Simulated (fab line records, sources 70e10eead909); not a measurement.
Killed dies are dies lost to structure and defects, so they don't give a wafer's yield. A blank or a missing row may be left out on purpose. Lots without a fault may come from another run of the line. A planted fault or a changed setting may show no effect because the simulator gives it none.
Chamber matching | flow nand_harc | NHARC_P_CONTACT_ALD_22 on ald_metal-02: 4 sister chambers
The step deposits TiN, target thk 3 nm, pulse time 1 s, ald cycles 150. 4 wafers are shown with their chamber, then 12 later ones without.

WAFERS WITH THEIR CHAMBER
wafer  | chamber | heater_power_w (W)
L081.5 | 2       | 1090
L087.4 | 1       | 1111
L087.5 | 3       | 1011
L087.6 | 0       | 1045

WAFERS WITHOUT THEIR CHAMBER
wafer  | heater_power_w (W)
L089.2 | 1069
L089.4 | 1056
L089.6 | 1109
L094.1 | 1075
L094.2 | 1056
L094.6 | 1071
L095.2 | 1068
L095.5 | 1088
L095.6 | 1034
L097.3 | 1072
L097.4 | 966
L097.6 | 1073

WHICH CHAMBER EACH WENT THROUGH
wafer  | from the rows above               | in truth
L089.2 | can't be placed: 2 or 0 or 1 or 3 | 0
L089.4 | can't be placed: 0 or 2 or 3      | 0
L089.6 | can't be placed: 1 or 2           | 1
L094.1 | can't be placed: 2 or 0 or 1      | 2
L094.2 | can't be placed: 0 or 2 or 3      | 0
L094.6 | can't be placed: 2 or 0 or 1      | 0
L095.2 | can't be placed: 2 or 0 or 1 or 3 | 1
L095.5 | can't be placed: 2 or 1           | 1
L095.6 | can't be placed: 0 or 3           | 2
L097.3 | can't be placed: 2 or 0 or 1      | 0
L097.4 | can't be placed: 3 or 0           | 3
L097.6 | can't be placed: 2 or 0 or 1      | 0
Placed correctly: 0 of 12. Can't be placed from these rows: 12 (the true chamber is among the candidates in 11). Placed wrongly: 0.
How it was worked out, from the rows above alone: a wafer's distance from a chamber is the root of the sum, over the readings, of the square of ((its reading less the chamber's mean) divided by the reading's scatter). The wafer belongs to the nearest chamber; if the next one is less than 2 further off, it can't be placed. A chamber's mean is the mean of its shown wafers. The scatter: with one shown wafer a chamber, the root of the mean of the squares of how far each hidden wafer lies from its nearest shown one.
